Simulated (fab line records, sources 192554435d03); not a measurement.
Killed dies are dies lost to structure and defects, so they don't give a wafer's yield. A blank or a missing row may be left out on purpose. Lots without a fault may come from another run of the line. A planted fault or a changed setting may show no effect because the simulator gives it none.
Problem report in the 8D (eight disciplines) form, filled by code | flow n5_finfet | the parts of the form that need people (team, actions taken, sign-off) are left out

1. THE PROBLEM
cd_nm at N5_MOL_CONTACT_COAG_CD_MEAS_08 reads a mean of 25.55 nm on 6 wafers of 2 lots; wafers without a fault read 28.19 nm with a standard deviation of 0.27. That is -9.8 standard deviations from the usual mean.
The step: target cd 28 nm.
First seen on wafer L566.1, day 9 20:47, on cd_sem-02. The record holds 12 wafers of 4 lots with a number at this step. Rule for "out", or "out of limits": more than 4 standard deviations from the usual mean. The other wafers with a number count as sound.

2. WHAT IT IS AND WHAT IT IS NOT
question                    | is                     | is not
which readings at this step | cd_nm                  | -
which lots                  | L566, L569             | L558, L560
which wafers of those lots  | all that have a number | -
read on which gauges        | cd_sem-02, cd_sem-03   | -
when                        | from day 9 20:47       | up to then (6 sound wafers)

3. SUSPECTS, AND WHAT RULES EACH OUT
Counting: a tool at a process step up to the reading stays a suspect if it ran every lot that is out and no sound lot after the first of them.
- the gauge at N5_MOL_CONTACT_COAG_CD_MEAS_08: ruled out. The wafers that are out were read on 2 gauges (cd_sem-02, cd_sem-03).
- euv_scanner-01 at N5_MOL_CONTACT_COAG_EXPOSE_05 (exposes mask CA, defocus 0 nm): kept. It ran every lot that is out, first L566 (day 9 20:39), and no sound lot after that; its last sound lot up to then is L560 (day 8 18:31). Its own readings are out on those wafers: exposure_dose_mJ_cm2.
Left after counting: euv_scanner-01 at N5_MOL_CONTACT_COAG_EXPOSE_05.

4. THE CAUSE (what the simulator had put in)
Process parameter drift: euv_scanner-01, from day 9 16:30 on, at N5_MOL_CONTACT_COAG_EXPOSE_05. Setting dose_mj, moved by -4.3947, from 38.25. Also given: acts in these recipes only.
Counting left only this tool.

5. THE CHAIN OF EFFECTS, in route order
Each row: a reading whose mean over the struck wafers that have a number lies more than 3 standard deviations from the usual. Only readings for which the record gives a usual standard deviation are gone through. hours: the time from each lot's start at the first step in this table that gives one to its start at this step, as a median over the lots. sigmas: the change in usual standard deviations.
hours | step                           | reading              | usual       | on struck wafers | change | sigmas
0     | N5_MOL_CONTACT_COAG_EXPOSE_05  | exposure_dose_mJ_cm2 | 38.26       | 34.15            | -4.11  | -20
0     | N5_MOL_CONTACT_COAG_CD_MEAS_08 | cd_nm                | 28.19 nm    | 25.55            | -2.64  | -9.8
1     | N5_MOL_CONTACT_COAG_CD_MEAS_99 | cd_nm                | 17.3 nm     | 14.9             | -2.4   | -5.5
73    | N5_BEOL_M4_RC_MEAS_101         | RC_DENSE_N           | 18.8 ohm.um | 23.4             | +4.6   | +6.9
73    | N5_BEOL_M4_RC_MEAS_101         | RC_DENSE_P           | 23.6 ohm.um | 29.5             | +5.9   | +7.0
73    | N5_BEOL_M4_RC_MEAS_101         | RC_N                 | 15.4 ohm.um | 18.9             | +3.5   | +6.7
73    | N5_BEOL_M4_RC_MEAS_101         | RC_P                 | 19.2 ohm.um | 23.8             | +4.6   | +6.6
176   | N5_PASSIVATION_PROBE_49        | defect_limited_yield | 91.3 %      | 85.7             | -5.6   | -3.7
176   | N5_PASSIVATION_PROBE_49        | killed_at_contacts   | 12          | 90               | +78    | +15
176   | N5_PASSIVATION_PROBE_49        | killed_dies          | 103         | 169              | +66    | +3.7
176   | N5_PASSIVATION_PROBE_49        | sort_bin_5_function  | 5.1 %       | 8.8              | +3.7   | +3.8
176   | N5_PASSIVATION_PROBE_49        | sort_n_pass          | 1077        | 1011             | -66    | -3.7
176   | N5_PASSIVATION_PROBE_49        | sort_yield_pct       | 91.3 %      | 85.7             | -5.6   | -3.7
The process steps in it:
- N5_MOL_CONTACT_COAG_EXPOSE_05: exposes mask CA, defocus 0 nm.
- N5_PASSIVATION_PROBE_49

6. WHAT WOULD HAVE CAUGHT IT SOONER
In this record the first reading out of limits at a measuring or inspecting step was taken at day 9 20:47, 4 hours after the fault began at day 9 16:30.
The tool's own readings at N5_MOL_CONTACT_COAG_EXPOSE_05 were out on every struck wafer that the step has a row for (exposure_dose_mJ_cm2): an alarm limit on them would have fired on the first of those.
Of the lots that are out (2), L569 began N5_MOL_CONTACT_COAG_EXPOSE_05 on euv_scanner-01 after day 9 20:47. A hold on the tool at that time would have spared it.
